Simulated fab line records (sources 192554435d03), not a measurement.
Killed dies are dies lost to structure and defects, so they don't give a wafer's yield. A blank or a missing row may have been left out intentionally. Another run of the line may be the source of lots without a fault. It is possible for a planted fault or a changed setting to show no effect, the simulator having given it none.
fab line records	flow n5-finfet
record: lots: 7	wafers: 39
route steps=1938 shown FIN_SAQP@125 SD_EPI_N@273 HKMG_FIN@403 BEOL_M6@1212
start-h: the number of hours between the record's first day and the start of the first shown wafer of the lot	wait-h: time in hours since the lot's previous step	" as in the row above	L1.1+2: one row covering several wafers at once	- no value present, or no start provided	* or withheld: withheld	< > ~ a bound
route shown NAME@n: NAME is a module with steps in the file, n the number in the route of the first one	usual: mean/standard deviation of fault-free wafers	same: alike in all rows	chamber/n: place in a boat	sites: readings site by site	_std_site: their standard deviation	_edge_site: outer sites' mean less inner sites'	radius-mm: for every site, how far away it sits from the centre of the wafer	mask NAME#n: copy n	behind: the tool/chamber that last shaped the wafer	hold: what put the lot on hold/how long, in hours/how the hold closed	device: the transistor (n, p or np) that didn't switch	end of line: tests run on the same wafers once the route is complete	step lacking rows: just its recipe	killed: at the first sort, the dies lost to defects and structure; wafer yield is something else	map: per-die view of a wafer (x killed, . not killed, _ where there is no die)
set.NAME: setting as actually run; set.NAME@STEP: the setting as run at that earlier step	model.NAME: the simulator's own value behind a step, which no gauge read
lots where settings were altered on purpose, with a table for each step and a row for each wafer
== steps ==
step: N5_FIN_SAQP_SPACER1_ALD_24
recipe: material: SiO2	target-thk-a: 203	temp-c: 300	ald-precursor-family: BDEAS	ald-co-reactant: O2-plasma	pulse-time-s: 1	purge-time-s: 2	co-reactant-purge-time-s: 2	ald-cycles: 218	pressure-torr: 2
lot.wafer	tool	chamber	start-h	wait-h	set.ald-cycles	model.SiO2_of_FIN_SAQP_SPACER1_ALD_24.thk-nm
L075.1+6	ald-sin-03	3,0	30.14	0.3	218	20.4
L075.2+5	"	2,3	"	"	154	14.4
L075.3	"	1	"	"	154	14.2
L075.4	"	0	"	"	218	20.2
L076.1+4+5	ald-sin-02	2,1,1	35.39	0.3	153	14.2
L076.2	"	0	"	"	218	20.2
L076.3	"	3	"	"	218	20.4
L076.6	"	2	"	"	218	20
L081.1+2+3+5	ald-sin-03	1,3,2,3	65.53	0.3	218	20.2
L081.4+6	"	0	"	"	218	20.4
L082.1+2	ald-sin-01	3,2	70.55	0.3	218	20.2
L082.3+5+6	"	1,1,2	"	"	309	28.6
L082.4	"	0	"	"	218	20.6
L086.1+2	ald-sin-03	0,3	102.99	2.6	218	20.2
L086.3+4+6	"	1,2,3	"	"	303	28.2
L086.5	"	2	"	"	218	20.4
L092.1+6	ald-sin-02	1	132.22	1.5	218	20.2
L092.2	"	3	"	"	218	20.4
L095.1+6	ald-sin-01	1,2	149.41	0.8	314	29.2
L095.2+5	"	2,1	"	"	218	20.2
L095.3	"	3	"	"	218	20.4
L095.4	"	0	"	"	314	29.4
step: N5_FIN_SAQP_SPACER1_ETCHBACK_25
recipe: chemistry: CHF3/O2	mode: anisotropic-etchback	target: SiO2	target-depth-a: 244	time-s: 12.2	pressure-mtorr: 30	source-w: 650	bias-w: 170	Ar_flow_sccm: 200	CHF3_flow_sccm: 50	O2_flow_sccm: 5	ion-energy-ev: 200
step: N5_FIN_SAQP_MANDREL1_REMOVE_56
recipe: chemistry: HBr/Cl2/O2	bt-time-s: 10	target: a-Si	stop-on: SiNx	endpoint: OES-SiCl	over-etch-frac: 1	icp-w: 600	bias-w: 22	HBr_flow_sccm: 150	Cl2_flow_sccm: 80	O2_flow_sccm: 5	pressure-mtorr: 10
lot.wafer	tool	chamber	start-h	wait-h	set.ald-cycles@FIN_SAQP_SPACER1_ALD_24	model.FIN_SAQP.cd-nm
L075.1+6	rie-si-04	2,3	30.94	0.1	218	20.6
L075.2	"	3	"	"	154	14.6
L075.3	"	1	"	"	154	14.2
L075.4	"	0	"	"	218	20.2
L075.5	"	0	"	"	154	14.4
L076.1	rie-si-04	2	36.20	0.1	153	14.4
L076.2+6	"	0,1	"	"	218	20.2
L076.3	"	1	"	"	218	20.4
L076.4+5	"	3,0	"	"	153	14.2
L081.1	rie-si-04	1	66.34	0.1	218	20.2
L081.2+3+4+5+6	"	0,3,2,3,2	"	"	218	20.4
L082.1	rie-si-05	1	71.38	0.1	218	20
L082.2+4	"	2,1	"	"	218	20.4
L082.3+6	"	3	"	"	309	28.8
L082.5	"	2	"	"	309	28.6
L086.1	rie-si-03	1	104.00	0.1	218	20.2
L086.2+5	"	3,2	"	"	218	20.4
L086.3+6	"	0,1	"	"	303	28.2
L086.4	"	2	"	"	303	28.4
L092.1+2+6	rie-si-04	1,0,1	133.19	0.1	218	20.4
L095.1	rie-si-03	3	150.21	0.1	314	29
L095.2	"	2	"	"	218	20.4
L095.3+5	"	0	"	"	218	20.2
L095.4	"	2	"	"	314	29.4
L095.6	"	3	"	"	314	29.2
step: N5_FIN_SAQP_CD_MEAS_27
recipe: target-cd-nm: 20	landing-energy-ev: 1000	detector: se-inlens	polarity: line
usual: cd-nm: 20.35/0.27
lot.wafer	tool	chamber	start-h	wait-h	set.ald-cycles@FIN_SAQP_SPACER1_ALD_24	cd-nm
L075.1	cd-sem-01	0	31.05	0.1	218	20.27
L075.2	"	0	"	"	154	14.91
L075.3	"	0	"	"	154	14.56
L075.4	"	0	"	"	218	20.21
L075.5	"	0	"	"	154	14.23
L075.6	"	0	"	"	218	20.73
L076.1	cd-sem-02	0	36.31	0.1	153	14.58
L076.2	"	0	"	"	218	20.46
L076.3	"	0	"	"	218	20.34
L076.4	"	0	"	"	153	14.07
L076.5	"	0	"	"	153	14.60
L076.6	"	0	"	"	218	19.91
L081.1	cd-sem-01	0	66.45	0.1	218	20.26
L081.2	"	0	"	"	218	20.43
L081.3	"	0	"	"	218	20.41
L081.4	"	0	"	"	218	20.89
L081.5	"	0	"	"	218	20.34
L081.6	"	0	"	"	218	20.59
L082.1	cd-sem-01	0	71.49	0.1	218	19.91
L082.2	"	0	"	"	218	20.34
L082.3	"	0	"	"	309	29.00
L082.4	"	0	"	"	218	20.40
L082.5	"	0	"	"	309	28.56
L082.6	"	0	"	"	309	29.14
L086.1	cd-sem-03	0	104.11	0.1	218	20.51
L086.2	"	0	"	"	218	20.10
L086.3	"	0	"	"	303	28.04
L086.4	"	0	"	"	303	28.56
L086.5	"	0	"	"	218	20.15
L086.6	"	0	"	"	303	28.50
L092.1	cd-sem-01	0	133.30	0.1	218	20.71
L092.2	"	0	"	"	218	20.80
L092.6	"	0	"	"	218	20.13
L095.1	cd-sem-01	0	150.32	0.1	314	28.92
L095.2	"	0	"	"	218	20.39
L095.3	"	0	"	"	218	19.87
L095.4	"	0	"	"	314	29.44
L095.5	"	0	"	"	218	19.75
L095.6	"	0	"	"	314	29.48
step: N5_SD_EPI_N_DESCUM_14
recipe: chemistry: O2	time-s: 7.9	source-power-w: 50	bias-power-w: 20	pressure-mtorr: 20	rf-frequency-hz: 2.712e+07	temp-c: 40	resist: CAR-ArF-block	o2-flow-sccm: 225
lot.wafer	tool	chamber	start-h	wait-h	set.time-s	model.CAR-ArF-block_of_SD_EPI_N_COAT_03.thk-nm
L075.1	rie-diel-03	0	56.65	0.2	7.9	144
L075.2	"	1	"	"	12.28	141.6
L075.3	"	2	"	"	7.9	143.8
L075.4	"	3	"	"	12.28	140.6
L075.5	"	3	"	"	7.9	144.2
L075.6	"	2	"	"	12.28	141
L076.1+2+5	rie-diel-04	0,2,0	62.06	0.0	7.9	143.8
L076.3+4	"	3,2	"	"	7.9	143.6
L076.6	"	3	"	"	7.9	144
L081.1	rie-diel-05	3	93.86	0.0	7.9	143.4
L081.2+6	"	0,1	"	"	7.9	143.6
L081.3	"	2	"	"	9.64	142.4
L081.4	"	1	"	"	9.64	141.8
L081.5	"	0	"	"	9.64	142.6
L082.1+2+5	rie-diel-05	1,3,2	101.81	0.0	7.9	143.2
L082.3+6	"	2,1	"	"	10.06	142
L082.4	"	0	"	"	10.06	142.4
L086.1	rie-diel-05	3	139.03	0.0	7.9	143.8
L086.2+3+4+5	"	2,1,0,3	"	"	7.9	143.2
L086.6	"	2	"	"	7.9	143.4
L092.1+2	rie-diel-03	2,1	161.45	0.1	7.9	144
L092.6	"	3	"	"	7.9	143.6
L095.1	rie-diel-03	3	173.97	0.0	6.037	144.6
L095.2+4	"	0,2	"	"	6.037	145
L095.3	"	1	"	"	7.9	144.2
L095.5+6	"	2,3	"	"	7.9	143.6
step: N5_SD_EPI_N_ETCH_34
recipe: chemistry: CF4	target: SiARC	target-depth-a: 455	mask-material: CAR-ArF-block	time-s: 75.8	ion-energy-ev: 80	pressure-mtorr: 40	source-w: 545	bias-w: 36	Ar_flow_sccm: 100	cf4-flow-sccm: 100	ends: cleared
lot.wafer	tool	chamber	start-h	wait-h	set.time-s@SD_EPI_N_DESCUM_14	model.CAR-ArF-block_of_SD_EPI_N_COAT_03.thk-nm
L075.1+5	rie-diel-03	0,3	56.68	0.0	7.9	111.4
L075.2	"	1	"	"	12.28	108.8
L075.3	"	2	"	"	7.9	111
L075.4	"	3	"	"	12.28	108
L075.6	"	2	"	"	12.28	108.4
L076.1+2+5+6	rie-diel-04	0,2,0,3	62.10	0.0	7.9	111.2
L076.3+4	"	3,2	"	"	7.9	111
L081.1+6	rie-diel-05	3,1	93.89	0.0	7.9	111
L081.2	"	0	"	"	7.9	111.2
L081.3+5	"	2,0	"	"	9.64	110
L081.4	"	1	"	"	9.64	109.2
L082.1+2	rie-diel-05	1,3	101.84	0.0	7.9	110.8
L082.3+6	"	2,1	"	"	10.06	109.6
L082.4	"	0	"	"	10.06	110
L082.5	"	2	"	"	7.9	110.6
L086.1	rie-diel-05	3	139.07	0.0	7.9	111.4
L086.2+3+4+5	"	2,1,0,3	"	"	7.9	110.8
L086.6	"	2	"	"	7.9	111.2
L092.1+2	rie-diel-03	2,1	161.49	0.0	7.9	111.4
L092.6	"	3	"	"	7.9	111
L095.1	rie-diel-03	3	174.01	0.0	6.037	112
L095.2	"	0	"	"	6.037	112.6
L095.3	"	1	"	"	7.9	111.8
L095.4	"	2	"	"	6.037	112.4
L095.5	"	2	"	"	7.9	111.2
L095.6	"	3	"	"	7.9	111
step: N5_HKMG_FIN_ETCH_55
recipe: chemistry: N2/H2	target: SOC	target-depth-a: 2400	temp-c: 40	time-s: 300	ion-energy-ev: 200	mask-material: SiARC	pressure-mtorr: 30	source-w: 840	bias-w: 150	n2-flow-sccm: 200	h2-flow-sccm: 200
lot.wafer	tool	chamber	start-h	wait-h	set.time-s	model.etch.depth-nm	model.HKMG_FIN.feature-depth-nm	model.SiARC_of_HKMG_FIN_COAT_42.thk-nm
L075.1	rie-diel-03	3	79.00	0.0	300	239.7	239.8	21
L075.2	"	2	"	"	172.2	139.8	139.8	26.8
L075.3	"	1	"	"	172.2	133.3	133.2	27.2
L075.4	"	0	"	"	172.2	130.3	130.4	27.8
L075.5	"	3	"	"	300	242.5	242.4	20.8
L075.6	"	0	"	"	300	227.1	227.2	22.4
L076.1	rie-diel-05	0	85.77	0.0	300	231.6	231.6	22
L076.2	"	2	"	"	300	220.6	220.6	22.4
L076.3	"	1	"	"	300	235.8	235.8	22
L076.4	"	3	"	"	300	229.3	229.4	22
L076.5	"	2	"	"	300	220.8	220.8	22.4
L076.6	"	3	"	"	300	232	232	21.8
L081.1	rie-diel-04	2	121.31	0.0	300	248.3	248.4	20.8
L081.2	"	1	"	"	300	243.1	243	20.8
L081.3	"	0	"	"	300	250.5	250.4	20.4
L081.4	"	3	"	"	300	244.9	245	20.8
L081.5	"	1	"	"	300	242.5	242.6	20.8
L081.6	"	2	"	"	300	249.2	249.2	20.8
L082.1	rie-diel-03	2	125.80	0.0	150	120.7	120.8	28
L082.2	"	1	"	"	300	236.4	236.4	20.8
L082.3	"	0	"	"	150	113.9	114	28.4
L082.4	"	3	"	"	300	256.6	256.6	19.8
L082.5	"	1	"	"	300	234.8	234.8	20.8
L082.6	"	2	"	"	150	121	121	27.8
L086.1	rie-diel-05	0	160.93	0.0	300	233	233	21.8
L086.2	"	2	"	"	300	223	223	22.2
L086.3	"	1	"	"	300	247	247	21.2
L086.4	"	3	"	"	300	233.8	233.8	21.6
L086.5	"	1	"	"	300	247.6	247.6	21.2
L086.6	"	0	"	"	300	231.6	231.6	22
L092.1	rie-diel-04	0	184.60	0.0	300	244.6	244.6	20.4
L092.2	"	1	"	"	300	245.3	245.2	20.4
L092.6	"	1	"	"	300	244.5	244.4	20.4
L095.1	rie-diel-04	0	196.82	0.0	461.5	383.1	383	12.6
L095.2	"	3	"	"	300	244.1	244	20.8
L095.3	"	2	"	"	461.5	386.4	386.4	12.8
L095.4	"	1	"	"	300	243.1	243.2	20.6
L095.5	"	1	"	"	300	247	247	20.4
L095.6	"	2	"	"	461.5	385.2	385.2	13
step: N5_BEOL_M6_ETCH_62
recipe: chemistry: N2/H2	target: SOC	target-depth-a: 1100	overetch-a: 220	mask-material: SiARC	temp-c: 40	time-s: 165	ion-energy-ev: 200	pressure-mtorr: 30	source-w: 840	bias-w: 150	n2-flow-sccm: 200	h2-flow-sccm: 200
lot.wafer	tool	chamber	start-h	wait-h	set.time-s	model.SiARC_of_BEOL_M6_COAT_60.thk-nm
L075.1	rie-diel-03	1	177.13	0.0	165	28.4
L075.2	"	0	"	"	204.8	27.6
L075.3+6	"	3	"	"	165	27.8
L075.4	"	2	"	"	204.8	26.6
L075.5	"	0	"	"	204.8	27.4
L076.1	rie-diel-03	3	196.92	0.0	165	27.6
L076.2+3+5	"	2,1,1	"	"	165	28.2
L076.4	"	3	"	"	165	27.8
L076.6	"	2	"	"	165	28
L081.1	rie-diel-04	0	217.73	0.0	165	28
L081.2+4	"	2,3	"	"	241.1	25
L081.3+5	"	1,3	"	"	165	28.2
L081.6	"	2	"	"	241.1	25.2
L082.1	rie-diel-03	0	226.10	0.0	165	28.6
L082.2+4	"	1	"	"	165	28.2
L082.3	"	3	"	"	165	27.8
L082.5	"	3	"	"	165	27.6
L082.6	"	0	"	"	165	28.8
L086.1	rie-diel-03	2	265.19	0.0	139.6	29
L086.2	"	0	"	"	139.6	29.6
L086.3	"	3	"	"	165	27.8
L086.4	"	1	"	"	139.6	29.2
L086.5	"	2	"	"	165	28
L086.6	"	1	"	"	165	28.2
L092.1+6	rie-diel-05	2,0	289.52	0.0	165	28.8
L092.2	"	3	"	"	165	28.6
L095.1	rie-diel-05	0	311.12	0.0	165	28.8
L095.2	"	1	"	"	115	30.4
L095.3+5	"	3,1	"	"	165	28.6
L095.4+6	"	2	"	"	115	30.6
step: N5_BEOL_M6_STRIP_68
recipe: chemistry: N2/H2	temp-c: 40	n2-flow-sccm: 200	h2-flow-sccm: 200	rf-frequency-hz: 6e+07
step: N5_BEOL_M6_STRIP_67
recipe: chemistry: CF4	resist: SiARC	power-w: 300	bias-power-w: 75	pressure-mtorr: 50	cf4-flow-sccm: 150	rf-frequency-hz: 6e+07
step: N5_BEOL_M6_HM_OPEN_17
recipe: chemistry: Cl2/BCl3	target-depth-a: 200	overetch-a: 60	target: TiN	mask-material: SOC	ion-energy-ev: 150	pressure-mtorr: 10	icp-w: 1000	bias-w: 126	Cl2_flow_sccm: 53.25	bcl3-flow-sccm: 21.75	Ar_flow_sccm: 25
lot.wafer	tool	chamber	start-h	wait-h	set.time-s@BEOL_M6_ETCH_62	model.etch.depth-nm
L075.1	rie-metal-02	1	177.32	0.0	165	19.94
L075.2	"	0	"	"	204.8	15.96
L075.3	"	1	"	"	165	20.16
L075.4	"	0	"	"	204.8	15.92
L075.5	"	1	"	"	204.8	16.15
L075.6	"	0	"	"	165	19.68
L076.1	rie-metal-01	1	197.11	0.0	165	20.07
L076.2	"	0	"	"	165	19.84
L076.3	"	0	"	"	165	20.47
L076.4	"	1	"	"	165	19.93
L076.5	"	1	"	"	165	19.97
L076.6	"	0	"	"	165	20.26
L081.1	rie-metal-03	1	217.93	0.0	165	19.77
L081.2	"	0	"	"	241.1	12.59
L081.3	"	1	"	"	165	19.86
L081.4	"	0	"	"	241.1	12.34
L081.5	"	0	"	"	165	20.26
L081.6	"	1	"	"	241.1	12.39
L082.1	rie-metal-02	1	226.28	0.0	165	19.82
L082.2	"	1	"	"	165	20.14
L082.3	"	1	"	"	165	20.39
L082.4	"	1	"	"	165	19.98
L082.5	"	1	"	"	165	20.29
L082.6	"	1	"	"	165	20
L086.1	rie-metal-03	0	265.37	0.0	139.6	20.07
L086.2	"	1	"	"	139.6	20.18
L086.3	"	0	"	"	165	20.08
L086.4	"	1	"	"	139.6	19.97
L086.5	"	1	"	"	165	20.13
L086.6	"	0	"	"	165	20.34
L092.1	rie-metal-02	1	289.71	0.0	165	20.28
L092.2	"	0	"	"	165	20.06
L092.6	"	0	"	"	165	20.02
L095.1	rie-metal-01	0	311.31	0.0	165	19.93
L095.2	"	1	"	"	115	19.89
L095.3	"	0	"	"	165	19.72
L095.4	"	1	"	"	115	19.86
L095.5	"	0	"	"	165	19.75
L095.6	"	1	"	"	115	19.78
== key ==
split: step: N5_FIN_SAQP_SPACER1_ALD_24	setting: ald-cycles	stated: 218	by: wafer
response: step: N5_FIN_SAQP_SPACER1_ALD_24	reading: model.SiO2_of_FIN_SAQP_SPACER1_ALD_24.thk-nm	change: +0.202	per: 1%	r: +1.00
response: step: N5_FIN_SAQP_MANDREL1_REMOVE_56	reading: model.FIN_SAQP.cd-nm	change: +0.203	per: 1%	r: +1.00
response: step: N5_FIN_SAQP_CD_MEAS_27	reading: cd-nm	change: +0.206	per: 1%	r: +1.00
split: step: N5_SD_EPI_N_DESCUM_14	setting: time-s	stated: 7.9	by: wafer
response: step: N5_SD_EPI_N_DESCUM_14	reading: model.CAR-ArF-block_of_SD_EPI_N_COAT_03.thk-nm	change: -0.0504	per: 1%	r: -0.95
response: step: N5_SD_EPI_N_ETCH_34	reading: model.CAR-ArF-block_of_SD_EPI_N_COAT_03.thk-nm	change: -0.0492	per: 1%	r: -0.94
split: step: N5_HKMG_FIN_ETCH_55	setting: time-s	stated: 300	by: wafer
response: step: N5_HKMG_FIN_ETCH_55	reading: model.etch.depth-nm	change: +2.51	per: 1%	r: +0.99
response: step: N5_HKMG_FIN_ETCH_55	reading: model.HKMG_FIN.feature-depth-nm	change: +2.51	per: 1%	r: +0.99
response: step: N5_HKMG_FIN_ETCH_55	reading: model.SiARC_of_HKMG_FIN_COAT_42.thk-nm	change: -0.146	per: 1%	r: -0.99
split: step: N5_BEOL_M6_ETCH_62	setting: time-s	stated: 165	by: wafer
response: step: N5_BEOL_M6_ETCH_62	reading: model.SiARC_of_BEOL_M6_COAT_60.thk-nm	change: -0.0613	per: 1%	r: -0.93
response: step: N5_BEOL_M6_HM_OPEN_17	reading: model.etch.depth-nm	shape: bent	at-lowest: 19.84	at-stated: 20.04	at-highest: 12.44
